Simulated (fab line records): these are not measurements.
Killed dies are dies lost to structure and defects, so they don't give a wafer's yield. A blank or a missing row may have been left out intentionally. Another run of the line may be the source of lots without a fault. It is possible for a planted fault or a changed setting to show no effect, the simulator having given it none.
fab line records	flow nand-harc
[record] lots = 24	wafers = 72	last-day = 33
route steps=1302 shown P_M1@316 P_M2@336 P_BONDPAD@370
lots that met no fault: taken from a fault-free run of the same line
start-h: hours from the record's first day to the start of the lot's first wafer shown	wait-h: hours elapsed since this lot's preceding step	" repeats the value in the row above	L1.1+2: several wafers, shown together as one row	- no value, or no start was given	* or withheld: withheld	< > ~ a bound
route shown NAME@n: a module of which the file shows steps, and the number in the route of the first	usual: mean/standard deviation of fault-free wafers	same: alike in all rows	chamber/n: place in a boat	sites: each site's reading	_std_site: the standard deviation of these	_edge_site: mean of outer sites minus mean of inner sites	radius-mm: how far each site lies from the wafer's centre	mask NAME#n: copy n	behind: the last tool/chamber to shape the wafer	hold: the reason the lot was held/the length of the hold in hours/how it ended	device: the n, p or np transistor that did not switch	end of line: the same wafers' tests at the end of the route	a step with no rows: only its recipe	killed: dies lost to structure and defects at the first sort, not the wafer's yield	map: a wafer's dies, x killed, . not, _ none there
set.NAME: setting as actually run; set.NAME@STEP: the setting as run at that earlier step	model.NAME: the simulator's own value behind a step, which no gauge read
a sample of lots followed through the steps of the route, with each step as a table and each wafer as a row
services: when a tool's chamber went out of use (start-h, in hours from the record's first day, below 0 if earlier), for how many hours, and the reason
[[steps]]
[step NHARC_P_M1_PRE_CLEAN_32]
[recipe] time-s = 12	temp-c = 370	rf-power-w = 300	gas = NH3
[usual] heater-power-w = 616/54
[same] time-s = 12
lot.wafer	tool	chamber	start-h	wait-h	heater-power-w
L074.1	pecvd-02	2	143.50	0.1	538
L074.3	"	0	"	"	606
L074.2	"	1	"	"	625
L075.1	pecvd-02	0	145.10	0.1	631
L075.3	"	2	"	"	555
L075.5	"	0	"	"	625
L076.1	pecvd-04	2	151.77	0.3	609
L076.5	"	2	"	"	597
L076.4	"	0	"	"	606
L077.2	pecvd-02	2	156.46	0.1	629
L077.4	"	1	"	"	534
L077.6	"	2	"	"	620
L078.2	pecvd-02	0	169.59	0.1	630
L078.1	"	1	"	"	658
L078.3	"	2	"	"	547
L079.2	pecvd-01	2	181.19	0.1	538
L079.1	"	0	"	"	676
L079.3	"	1	"	"	605
L080.2	pecvd-01	0	190.51	0.1	681
L080.1	"	2	"	"	510
L080.6	"	2	"	"	516
L081.3	pecvd-02	0	203.03	0.1	626
L081.1	"	2	"	"	567
L081.5	"	2	"	"	582
L082.1	pecvd-02	1	215.98	0.1	645
L082.2	"	2	"	"	585
L082.3	"	0	"	"	608
L083.2	pecvd-04	0	220.00	0.1	700
L083.1	"	1	"	"	699
L083.6	"	0	"	"	726
L084.3	pecvd-01	0	234.35	0.1	664
L084.2	"	2	"	"	484
L084.6	"	2	"	"	475
L085.1	pecvd-01	2	243.56	0.1	586
L085.4	"	1	"	"	657
L085.5	"	2	"	"	579
L086.2	pecvd-02	2	246.31	0.1	580
L086.1	"	0	"	"	594
L086.5	"	1	"	"	626
L087.2	pecvd-01	1	257.12	0.1	622
L087.1	"	2	"	"	494
L087.4	"	2	"	"	490
L089.2	pecvd-02	0	279.41	0.1	647
L089.1	"	1	"	"	610
L089.6	"	1	"	"	611
L088.2	pecvd-02	0	280.77	0.1	618
L088.5	"	0	"	"	645
L088.4	"	2	"	"	600
L090.3	pecvd-01	0	297.56	0.1	610
L090.1	"	2	"	"	555
L090.6	"	2	"	"	527
L091.2	pecvd-01	2	298.38	0.1	564
L091.3	"	1	"	"	630
L091.4	"	1	"	"	635
L092.3	pecvd-04	0	315.32	0.1	730
L092.2	"	1	"	"	651
L092.4	"	2	"	"	610
L093.3	pecvd-04	0	320.25	0.1	693
L093.1	"	1	"	"	653
L093.4	"	1	"	"	663
L095.1	pecvd-02	1	332.53	0.1	634
L095.2	"	2	"	"	600
L095.5	"	2	"	"	578
L094.1	pecvd-02	0	333.58	0.1	641
L094.3	"	1	"	"	595
L094.6	"	2	"	"	515
L096.1	pecvd-04	2	346.57	0.1	621
L096.2	"	1	"	"	673
L096.5	"	1	"	"	669
L097.2	pecvd-02	2	358.21	0.1	594
L097.3	"	0	"	"	620
L097.4	"	1	"	"	586
[step NHARC_P_M2_ETCH_28]
[recipe] target-depth-a = 300	over-etch-frac = 0.3	time-s = 72.99	ion-energy-ev = 150	cf4-flow-sccm = 50	n2-flow-sccm = 100	ar-flow-sccm = 150	rf-w = 300	bias-w = 100	chemistry = CF4/N2
[usual] drypump-motor-current-A = 5.5/0.44	oes-product-au = 0.999/0.0072	rf-vpp-V = 313.6/2.2	showerhead-plenum-p-Torr = 2.59/0.11	throttle-valve-pct = 19.793/0.0089
[same] time-s = 72.99
lot.wafer	tool	chamber	start-h	wait-h	drypump-motor-current-A	oes-product-au	rf-hours-counter-h	rf-vpp-V	showerhead-plenum-p-Torr	throttle-valve-pct
L074.2	rie-diel-12	1	-	-	5.3	1.004	4	311.3	2.56	19.785
L074.1	"	2	"	"	5.8	1.001	4	312.0	2.48	19.797
L074.3	"	0	"	"	6.1	0.999	3	312.0	2.54	19.802
L075.1	rie-diel-12	1	-	-	5.3	0.996	4	314.6	2.56	19.790
L075.3	"	2	"	"	5.8	1.009	4	310.2	2.48	19.796
L075.5	"	2	"	"	5.9	1.000	-	310.5	2.48	19.785
L076.1	rie-diel-12	0	154.06	0.3	6.1	0.991	3	313.5	2.54	19.792
L076.4	"	1	"	"	5.3	1.016	-	313.5	2.56	19.812
L076.5	"	0	"	"	6.1	0.997	-	313.7	2.54	19.799
L077.4	rie-diel-13	0	-	-	6.4	1.006	8	313.3	2.54	19.811
L077.2	"	2	"	"	5.4	0.993	7	313.4	2.67	19.805
L077.6	"	0	"	"	6.4	0.988	-	312.3	2.54	19.780
L078.3	rie-diel-05	3	-	-	5.1	1.005	7	311.6	2.52	19.801
L078.2	"	0	"	"	5.5	1.012	6	317.6	2.79	19.790
L078.1	"	2	"	"	5.1	0.991	7	314.1	2.56	19.778
L079.2	rie-diel-05	0	-	-	5.5	0.997	7	315.7	2.79	19.799
L079.3	"	2	"	"	5.2	0.993	8	312.1	2.56	19.787
L079.1	"	3	"	"	5.1	0.998	8	311.8	2.52	19.811
L080.2	rie-diel-05	0	-	-	5.4	1.000	7	318.2	2.79	19.785
L080.1	"	2	"	"	5.1	0.996	8	311.2	2.56	19.795
L080.6	"	3	"	"	5.1	0.998	-	313.3	2.52	19.803
L081.1	rie-diel-12	1	-	-	5.3	0.993	7	313.1	2.56	19.789
L081.3	"	2	"	"	5.8	1.005	7	313.1	2.48	19.800
L081.5	"	1	"	"	5.3	0.994	-	312.6	2.56	19.800
L082.3	rie-diel-05	3	-	-	5.1	0.997	11	312.9	2.52	19.786
L082.2	"	0	"	"	5.5	1.001	9	316.1	2.79	19.796
L082.1	"	1	"	"	5.1	0.986	9	318.1	2.80	19.803
L083.1	rie-diel-13	3	-	-	5.6	0.992	2	312.5	2.49	19.801
L083.2	"	0	"	"	6.5	0.990	2	311.7	2.54	19.794
L083.6	"	3	"	"	5.6	0.994	-	310.8	2.49	19.798
L084.2	rie-diel-12	0	-	-	6.0	0.992	6	313.1	2.54	19.800
L084.3	"	1	"	"	5.3	0.999	9	312.3	2.56	19.805
L084.6	"	0	"	"	6.0	0.994	-	313.2	2.54	19.789
L085.4	rie-diel-05	0	-	-	5.5	1.000	0	316.6	2.79	19.790
L085.1	"	3	"	"	5.1	0.987	0	312.4	2.52	19.800
L085.5	"	0	"	"	5.5	1.007	-	317.9	2.79	19.785
L086.2	rie-diel-05	2	-	-	5.1	1.007	0	313.7	2.55	19.790
L086.1	"	0	"	"	5.5	1.004	0	314.9	2.79	19.791
L086.5	"	2	"	"	5.1	1.008	-	313.0	2.55	19.785
L087.1	rie-diel-13	0	-	-	6.5	0.994	4	311.4	2.54	19.801
L087.4	"	1	"	"	5.0	1.006	5	312.1	2.50	19.792
L087.2	"	2	"	"	5.4	1.007	5	315.1	2.66	19.800
L089.1	rie-diel-13	3	-	-	5.6	0.994	6	311.3	2.49	19.811
L089.2	"	0	"	"	6.4	0.995	5	312.2	2.54	19.780
L089.6	"	1	"	"	5.0	1.013	-	312.1	2.50	19.796
L088.2	rie-diel-12	3	-	-	6.2	1.017	0	313.4	2.58	19.795
L088.4	"	2	"	"	5.8	1.002	0	311.6	2.47	19.794
L088.5	"	0	"	"	6.0	1.005	-	312.1	2.54	19.789
L090.3	rie-diel-13	2	-	-	5.4	0.995	7	314.4	2.66	19.797
L090.1	"	3	"	"	5.6	1.000	7	312.6	2.49	19.788
L090.6	"	2	"	"	5.4	1.001	-	316.0	2.66	19.787
L091.3	rie-diel-12	2	-	-	5.8	1.008	0	310.4	2.47	19.784
L091.4	"	3	"	"	6.2	1.009	0	313.6	2.58	19.786
L091.2	"	0	"	"	6.0	0.999	1	313.4	2.54	19.775
L092.2	rie-diel-05	0	-	-	5.5	0.998	5	317.1	2.79	19.799
L092.3	"	1	"	"	5.1	0.985	5	318.6	2.80	19.801
L092.4	"	2	"	"	5.1	0.987	6	313.3	2.55	19.780
L093.3	rie-diel-13	2	-	-	5.4	1.006	8	314.8	2.66	19.790
L093.1	"	3	"	"	5.6	1.001	8	311.0	2.49	19.810
L093.4	"	0	"	"	6.4	1.004	7	313.4	2.54	19.792
L095.1	rie-diel-13	3	-	-	5.6	1.005	9	310.8	2.49	19.792
L095.2	"	0	"	"	6.4	0.999	8	313.2	2.54	19.786
L095.5	"	1	"	"	5.0	1.009	-	311.3	2.50	19.784
L094.1	rie-diel-13	0	-	-	6.4	0.993	8	313.1	2.54	19.794
L094.3	"	1	"	"	5.0	1.011	9	312.3	2.50	19.777
L094.6	"	0	"	"	6.4	0.994	-	312.7	2.54	19.800
L096.1	rie-diel-12	2	-	-	5.9	1.004	3	312.7	2.47	19.798
L096.2	"	0	"	"	6.0	0.996	3	311.6	2.54	19.787
L096.5	"	1	"	"	5.3	0.998	-	313.5	2.56	19.777
L097.2	rie-diel-05	1	-	-	5.1	0.996	7	318.3	2.80	19.817
L097.3	"	2	"	"	5.1	1.002	8	312.2	2.55	19.807
L097.4	"	2	"	"	5.1	1.004	-	313.6	2.55	19.785
[step NHARC_P_M2_CMP_23]
[recipe] t-overpolish-s = 20	target-thk-nm = 144.3
[usual] motor-current-A = 12.4/1.2	slurry-filter-dp-kPa = 13.50/0.14	time-to-endpoint-s = 28.6/2.1
lot.wafer	tool	chamber	start-h	wait-h	motor-current-A	slurry-filter-dp-kPa	time-to-endpoint-s
L074.1	cmp-01	2	147.14	-	13.0	13.67	26.3
L074.2	"	3	"	"	10.5	13.47	25.9
L074.3	"	0	"	"	12.0	13.58	28.1
L075.1	cmp-03	1	148.79	-	11.7	13.42	28.7
L075.3	"	0	"	"	12.3	13.36	30.5
L075.5	"	1	"	"	11.5	13.57	28.1
L076.1	cmp-04	0	155.79	-	13.3	13.59	28.8
L076.4	"	1	"	"	12.3	13.52	23.7
L076.5	"	1	"	"	12.7	13.34	28.7
L077.4	cmp-01	2	160.08	-	13.4	13.61	26.9
L077.2	"	1	"	"	11.8	13.53	27.7
L077.6	"	2	"	"	13.2	13.58	28.7
L078.1	cmp-01	3	173.25	-	11.2	13.70	29.3
L078.2	"	0	"	"	13.0	13.47	31.1
L078.3	"	1	"	"	11.9	13.72	27.3
L079.1	cmp-04	3	184.77	-	11.4	13.64	29.2
L079.2	"	0	"	"	13.5	13.70	30.5
L079.3	"	1	"	"	13.3	13.64	30.0
L080.2	cmp-03	1	194.31	-	11.6	13.56	30.2
L080.1	"	2	"	"	15.4	13.56	27.5
L080.6	"	0	"	"	13.1	13.57	30.1
L081.1	cmp-03	2	206.58	-	14.4	13.63	32.9
L081.3	"	3	"	"	11.4	13.52	32.3
L081.5	"	0	"	"	12.0	13.55	30.2
L082.3	cmp-03	2	219.64	-	15.8	13.66	29.9
L082.1	"	3	"	"	10.8	13.37	32.5
L082.2	"	0	"	"	13.1	13.57	28.6
L083.2	cmp-01	2	223.52	-	13.4	13.35	25.3
L083.1	"	3	"	"	10.4	13.46	24.6
L083.6	"	0	"	"	12.4	13.67	26.4
L084.3	cmp-03	1	238.21	-	11.2	13.61	29.0
L084.2	"	2	"	"	14.9	13.33	32.2
L084.6	"	2	"	"	14.7	13.64	31.4
L085.1	cmp-03	1	247.39	-	11.6	13.57	28.3
L085.4	"	2	"	"	15.0	13.56	30.2
L085.5	"	3	"	"	10.3	13.37	32.2
L086.2	cmp-01	2	249.93	-	14.0	13.20	30.5
L086.1	"	3	"	"	10.4	13.29	28.7
L086.5	"	1	"	"	12.1	13.38	31.0
L087.4	cmp-04	1	260.75	-	12.3	13.67	25.9
L087.1	"	2	"	"	12.1	13.62	27.2
L087.2	"	3	"	"	12.4	13.35	26.0
L089.2	cmp-04	0	282.90	-	12.8	13.26	25.2
L089.1	"	1	"	"	12.4	13.66	23.8
L089.6	"	0	"	"	13.3	13.48	24.5
L088.2	cmp-04	3	284.28	-	12.1	13.35	26.5
L088.4	"	0	"	"	13.1	13.35	25.9
L088.5	"	2	"	"	11.7	13.36	28.8
L090.3	cmp-03	0	301.29	-	12.7	13.54	26.4
L090.1	"	1	"	"	11.2	13.44	27.4
L090.6	"	3	"	"	11.0	13.33	28.0
L091.3	cmp-03	2	302.02	-	14.5	13.65	31.1
L091.4	"	3	"	"	11.0	13.38	30.2
L091.2	"	0	"	"	12.4	13.74	28.8
L092.2	cmp-01	2	318.95	-	13.6	13.40	25.9
L092.3	"	3	"	"	10.3	13.16	28.7
L092.4	"	0	"	"	11.9	13.58	28.8
L093.1	cmp-01	1	323.82	-	11.7	13.57	29.0
L093.4	"	2	"	"	13.7	13.43	27.5
L093.3	"	0	"	"	12.6	13.47	27.5
L095.2	cmp-04	0	336.17	-	13.5	13.34	26.8
L095.1	"	2	"	"	11.6	13.41	29.6
L095.5	"	0	"	"	13.1	13.62	29.0
L094.1	cmp-01	1	337.20	-	12.3	13.55	27.4
L094.3	"	3	"	"	9.9	13.46	27.4
L094.6	"	2	"	"	13.0	13.33	28.0
L096.2	cmp-01	2	350.06	-	13.4	13.48	25.6
L096.1	"	0	"	"	12.6	13.37	27.6
L096.5	"	2	"	"	13.6	13.25	27.9
L097.3	cmp-01	2	361.90	-	13.4	13.52	27.6
L097.2	"	0	"	"	12.6	13.69	30.0
L097.4	"	1	"	"	11.5	13.46	29.8
[step NHARC_P_BONDPAD_CD_MEAS_13]
[usual] cd-nm = 500.5/1.4
lot.wafer	tool	chamber	start-h	wait-h	cd-nm
L074.1	cd-sem-03	-	149.93	-	502.5
L074.2	"	-	"	"	499.7
L074.3	"	-	"	"	501.5
L075.1	cd-sem-02	-	151.64	-	504.5
L075.3	"	-	"	"	500.6
L075.5	"	-	"	"	501.9
L076.1	cd-sem-02	-	158.51	-	501.2
L076.4	"	-	"	"	501.1
L076.5	"	-	"	"	501.5
L077.2	cd-sem-03	-	162.80	-	499.3
L077.4	"	-	"	"	497.5
L077.6	"	-	"	"	498.3
L078.1	cd-sem-02	-	175.88	-	501.9
L078.2	"	-	"	"	501.7
L078.3	"	-	"	"	502.9
L079.1	cd-sem-01	-	187.55	-	500.2
L079.2	"	-	"	"	498.7
L079.3	"	-	"	"	498.5
L080.1	cd-sem-01	-	197.03	-	502.2
L080.2	"	-	"	"	503.0
L080.6	"	-	"	"	499.9
L081.1	cd-sem-02	-	209.35	-	499.6
L081.3	"	-	"	"	501.7
L081.5	"	-	"	"	499.7
L082.1	cd-sem-03	-	222.31	-	499.0
L082.2	"	-	"	"	499.7
L082.3	"	-	"	"	499.5
L083.1	cd-sem-03	-	226.11	-	503.0
L083.2	"	-	"	"	499.2
L083.6	"	-	"	"	500.3
L084.2	cd-sem-02	-	241.04	-	501.4
L084.3	"	-	"	"	498.1
L084.6	"	-	"	"	497.8
L085.1	cd-sem-02	-	249.99	-	502.5
L085.4	"	-	"	"	501.5
L085.5	"	-	"	"	503.7
L086.1	cd-sem-01	-	252.81	-	501.5
L086.2	"	-	"	"	500.7
L086.5	"	-	"	"	501.5
L087.1	cd-sem-03	-	263.41	-	500.7
L087.2	"	-	"	"	500.6
L087.4	"	-	"	"	500.5
L089.1	cd-sem-03	-	285.65	-	500.9
L089.2	"	-	"	"	502.5
L089.6	"	-	"	"	502.6
L088.2	cd-sem-03	-	287.01	-	499.9
L088.4	"	-	"	"	500.9
L088.5	"	-	"	"	500.0
L090.1	cd-sem-02	-	303.89	-	502.2
L090.3	"	-	"	"	501.5
L090.6	"	-	"	"	501.5
L091.2	cd-sem-01	-	304.78	-	499.4
L091.3	"	-	"	"	499.2
L091.4	"	-	"	"	499.2
L092.2	cd-sem-02	-	321.71	-	501.1
L092.3	"	-	"	"	502.0
L092.4	"	-	"	"	500.2
L093.1	cd-sem-03	-	326.60	-	500.9
L093.3	"	-	"	"	500.6
L093.4	"	-	"	"	502.5
L095.1	cd-sem-01	-	338.93	-	500.8
L095.2	"	-	"	"	499.7
L095.5	"	-	"	"	500.0
L094.1	cd-sem-02	-	339.98	-	501.6
L094.3	"	-	"	"	499.6
L094.6	"	-	"	"	501.4
L096.1	cd-sem-03	-	352.86	-	499.2
L096.2	"	-	"	"	499.9
L096.5	"	-	"	"	499.1
L097.2	cd-sem-01	-	364.70	-	502.4
L097.3	"	-	"	"	501.5
L097.4	"	-	"	"	500.7
[step NHARC_P_BONDPAD_DEGAS_25]
[recipe] temp-c = 300	time-s = 60
[usual] heater-power-w = 467/54
[same] time-s = 60
lot.wafer	tool	chamber	start-h	wait-h	heater-power-w
L074.2	pvd-sputter-01	-	150.65	-	476
L074.1	"	-	"	"	458
L074.3	"	-	"	"	429
L075.3	pvd-sputter-01	-	152.33	-	481
L075.1	"	-	"	"	418
L075.5	"	-	"	"	491
L076.1	pvd-sputter-03	-	159.19	-	369
L076.4	"	-	"	"	517
L076.5	"	-	"	"	368
L077.4	pvd-sputter-03	-	163.47	-	470
L077.2	"	-	"	"	478
L077.6	"	-	"	"	375
L078.1	pvd-sputter-02	-	176.52	-	385
L078.3	"	-	"	"	489
L078.2	"	-	"	"	558
L079.2	pvd-sputter-02	-	188.62	-	544
L079.1	"	-	"	"	430
L079.3	"	-	"	"	469
L080.1	pvd-sputter-02	-	197.74	-	431
L080.2	"	-	"	"	386
L080.6	"	-	"	"	552
L081.1	pvd-sputter-01	-	210.02	-	542
L081.3	"	-	"	"	462
L081.5	"	-	"	"	562
L082.3	pvd-sputter-01	-	222.98	-	551
L082.2	"	-	"	"	496
L082.1	"	-	"	"	478
L083.1	pvd-sputter-02	-	226.77	-	442
L083.2	"	-	"	"	381
L083.6	"	-	"	"	389
L084.3	pvd-sputter-02	-	241.66	-	436
L084.2	"	-	"	"	386
L084.6	"	-	"	"	394
L085.1	pvd-sputter-01	-	250.61	-	541
L085.4	"	-	"	"	417
L085.5	"	-	"	"	491
L086.2	pvd-sputter-01	-	253.47	-	473
L086.1	"	-	"	"	549
L086.5	"	-	"	"	421
L087.1	pvd-sputter-03	-	264.04	-	473
L087.4	"	-	"	"	531
L087.2	"	-	"	"	471
L089.2	pvd-sputter-03	-	286.33	-	482
L089.1	"	-	"	"	520
L089.6	"	-	"	"	477
L088.2	pvd-sputter-01	-	287.63	-	417
L088.4	"	-	"	"	461
L088.5	"	-	"	"	420
L090.3	pvd-sputter-03	-	304.52	-	381
L090.1	"	-	"	"	465
L090.6	"	-	"	"	492
L091.2	pvd-sputter-01	-	305.40	-	467
L091.4	"	-	"	"	556
L091.3	"	-	"	"	489
L092.2	pvd-sputter-03	-	322.33	-	531
L092.3	"	-	"	"	464
L092.4	"	-	"	"	476
L093.4	pvd-sputter-02	-	327.23	-	451
L093.3	"	-	"	"	437
L093.1	"	-	"	"	410
L095.2	pvd-sputter-01	-	339.55	-	459
L095.1	"	-	"	"	499
L095.5	"	-	"	"	477
L094.1	pvd-sputter-02	-	340.60	-	532
L094.3	"	-	"	"	449
L094.6	"	-	"	"	438
L096.2	pvd-sputter-02	-	353.49	-	464
L096.1	"	-	"	"	435
L096.5	"	-	"	"	454
L097.2	pvd-sputter-02	-	365.32	-	465
L097.3	"	-	"	"	527
L097.4	"	-	"	"	406
[step NHARC_P_BONDPAD_CMP_19]
[recipe] t-overpolish-s = 30	cu-recess-touch-s = 16	target-thk-nm = 160.81
[usual] motor-current-A = 12.4/1.3	overpolish-run-s = 30.000/0.0091	slurry-filter-dp-kPa = 13.51/0.14
lot.wafer	tool	chamber	start-h	wait-h	motor-current-A	overpolish-run-s	slurry-filter-dp-kPa
L074.2	cmp-03	1	151.77	-	11.4	29.998	13.51
L074.3	"	2	"	"	14.9	30.006	13.65
L074.1	"	3	"	"	10.9	29.985	13.62
L075.1	cmp-03	3	153.45	-	10.6	30.001	13.49
L075.3	"	0	"	"	12.6	30.005	13.57
L075.5	"	3	"	"	11.0	30.003	13.74
L076.1	cmp-03	3	160.32	-	11.0	29.997	13.50
L076.4	"	0	"	"	12.5	30.016	13.65
L076.5	"	1	"	"	11.4	29.999	13.30
L077.4	cmp-02	2	164.60	-	14.0	30.011	13.53
L077.2	"	3	"	"	12.8	30.005	13.48
L077.6	"	0	"	"	10.8	30.006	13.33
L078.2	cmp-04	3	177.68	-	11.8	30.004	13.27
L078.1	"	0	"	"	13.7	29.984	13.44
L078.3	"	2	"	"	12.2	30.014	13.69
L079.3	cmp-04	0	189.74	-	13.7	29.974	13.56
L079.1	"	1	"	"	11.6	29.997	13.48
L079.2	"	2	"	"	12.3	30.000	13.38
L080.1	cmp-04	2	198.88	-	12.0	30.023	13.75
L080.2	"	3	"	"	11.7	30.010	13.38
L080.6	"	2	"	"	12.0	30.010	13.48
L081.1	cmp-03	1	211.10	-	11.3	30.003	13.55
L081.3	"	2	"	"	14.0	30.011	13.55
L081.5	"	2	"	"	14.0	29.991	13.49
L082.2	cmp-03	0	224.05	-	12.7	29.997	13.64
L082.3	"	1	"	"	11.5	29.991	13.65
L082.1	"	3	"	"	11.0	29.995	13.35
L083.2	cmp-03	2	227.88	-	14.9	29.999	13.38
L083.1	"	1	"	"	11.6	30.005	13.55
L083.6	"	3	"	"	11.1	30.006	13.67
L084.2	cmp-04	2	242.74	-	12.3	30.000	13.54
L084.3	"	0	"	"	12.6	29.989	13.59
L084.6	"	3	"	"	12.2	30.015	13.62
L085.1	cmp-03	3	251.72	-	11.3	29.986	13.39
L085.4	"	1	"	"	11.7	30.021	13.57
L085.5	"	3	"	"	10.7	29.995	13.49
L086.1	cmp-02	0	254.63	-	10.2	29.992	13.15
L086.2	"	1	"	"	11.3	29.987	13.68
L086.5	"	3	"	"	13.0	30.000	13.29
L087.1	cmp-02	0	265.11	-	10.6	30.015	13.48
L087.2	"	1	"	"	11.8	30.026	13.33
L087.4	"	3	"	"	13.3	30.002	13.57
L089.2	cmp-04	1	287.47	-	12.5	30.005	13.61
L089.1	"	2	"	"	11.2	30.000	13.41
L089.6	"	0	"	"	13.9	30.000	13.46
L088.4	cmp-02	1	288.74	-	11.6	29.999	13.63
L088.2	"	2	"	"	13.6	29.992	13.81
L088.5	"	1	"	"	11.2	30.004	13.33
L090.3	cmp-03	3	305.60	-	10.9	29.987	13.52
L090.1	"	0	"	"	13.3	30.009	13.50
L090.6	"	3	"	"	11.3	29.994	13.53
L091.2	cmp-03	1	306.48	-	11.8	29.993	13.35
L091.4	"	3	"	"	11.0	29.998	13.49
L091.3	"	0	"	"	12.0	30.001	13.43
L092.4	cmp-03	2	323.42	-	14.9	29.986	13.70
L092.2	"	3	"	"	10.5	30.001	13.41
L092.3	"	1	"	"	11.5	30.004	13.52
L093.1	cmp-03	2	328.30	-	14.6	29.991	13.51
L093.4	"	0	"	"	12.5	30.003	13.35
L093.3	"	1	"	"	12.2	30.013	13.37
L095.2	cmp-03	2	340.69	-	14.5	30.008	13.44
L095.1	"	3	"	"	11.3	30.000	13.23
L095.5	"	1	"	"	11.5	29.998	13.65
L094.3	cmp-04	2	341.73	-	12.8	29.996	13.23
L094.1	"	3	"	"	12.1	29.998	13.49
L094.6	"	1	"	"	12.2	30.001	13.39
L096.2	cmp-03	1	354.62	-	11.4	30.005	13.39
L096.1	"	2	"	"	14.8	29.995	13.42
L096.5	"	0	"	"	13.0	30.001	13.36
L097.2	cmp-03	1	366.41	-	11.8	29.986	13.66
L097.4	"	2	"	"	14.4	30.007	13.59
L097.3	"	3	"	"	10.8	30.008	13.62
[[services]]
tool	chamber	start-h	hours	kind
rie-diel-12	-	125.39	1.3	repair
rie-diel-13	2	129.00	4.2	repair
rie-diel-13	2	137.63	11.9	repair
cmp-04	-	159.79	0.7	repair
cmp-03	-	163.23	4.0	pm
pvd-sputter-01	-	175.57	34.0	repair
cmp-01	-	185.50	4.0	pm
cmp-04	-	193.68	1.7	repair
cmp-01	-	201.03	0.5	repair
cmp-04	-	206.58	2.5	repair
cmp-04	-	209.10	4.0	pm
pvd-sputter-01	-	226.00	10.0	pm
pecvd-02	-	227.11	13.0	pm
cmp-03	-	229.11	0.7	repair
cmp-03	-	252.05	40.1	repair
cmp-01	-	265.68	0.6	repair
pvd-sputter-02	-	282.02	10.0	pm
cmp-01	-	283.50	4.0	pm
cmp-04	-	295.55	1.7	repair
cmp-04	-	303.42	0.3	repair
cmp-04	-	307.10	4.0	pm
cmp-04	-	322.13	0.7	repair
cmp-01	-	328.52	0.9	repair
pecvd-02	-	361.38	0.6	repair
[[key]]
fault none
